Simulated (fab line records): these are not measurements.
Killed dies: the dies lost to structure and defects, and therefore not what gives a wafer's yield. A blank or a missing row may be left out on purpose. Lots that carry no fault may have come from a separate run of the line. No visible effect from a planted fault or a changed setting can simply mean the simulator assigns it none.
Chamber matching    flow nandHarc    4 sister chambers for NHARC_P_GATE_ETCH_104 on rieDiel-10
The step etches the open film in CF4/CHF3, target depth 60 nm. 14 wafers are shown with their chamber, then 7 later ones without.

== EACH WAFER AND ITS CHAMBER ==
wafer   chamber  drypumpMotorCurrentA (A)  rfVppV (V)  biasW (W)
L075.2  3        6.0                       373.1       200.9
L075.4  2        5.6                       370.3       199.5
L075.5  2        5.5                       368.9       199.5
L084.1  3        6.0                       372.7       199.3
L084.2  0        6.3                       375.3       200.5
L084.3  2        5.6                       368.7       200.2
L086.1  2        5.6                       369.7       199.6
L086.3  3        6.0                       371.1       199.1
L086.6  2        5.6                       368.1       200.8
L087.3  3        6.0                       372.4       200.0
L087.4  0        6.3                       374.2       200.1
L087.5  1        6.3                       368.3       200.0
L092.1  1        6.3                       365.6       200.0
L092.3  2        5.6                       370.6       200.5

SIGNATURES (averages over the wafers above)
reading               chamber 0  chamber 1  chamber 2  chamber 3  scatter within a chamber
drypumpMotorCurrentA  6.300      6.300      5.583      6.000      0.0289
rfVppV                374.750    366.950    369.383    372.325    1.06
biasW                 200.300    200.000    200.017    199.825    0.605
Rule: a wafer's distance from a chamber is the root of the sum, over the readings, of the square of ((its reading less the chamber's mean) divided by the reading's scatter). The wafer belongs to the nearest chamber; if the next one is less than 2 further off, it can't be placed. The scatter: the root of (the sum of the squares of (reading less its chamber's mean) over the shown wafers, divided by (wafers less chambers)).

== WAFERS WITHOUT THEIR CHAMBER ==
wafer   drypumpMotorCurrentA (A)  rfVppV (V)  biasW (W)
L092.5  6.3                       367.0       200.4
L095.2  6.0                       373.2       200.1
L095.4  6.3                       365.8       200.1
L095.5  5.5                       367.6       200.8
L096.1  6.0                       371.8       199.5
L096.3  6.3                       367.2       200.0
L096.4  5.6                       369.0       200.1

== EACH ONE'S CHAMBER ==
wafer   from the rows above  in truth
L092.5  1                    1
L095.2  3                    3
L095.4  1                    1
L095.5  2                    2
L096.1  3                    3
L096.3  1                    1
L096.4  2                    2
7 of 7 placed correctly. Not placeable from these rows: 0. Wrongly placed: 0.
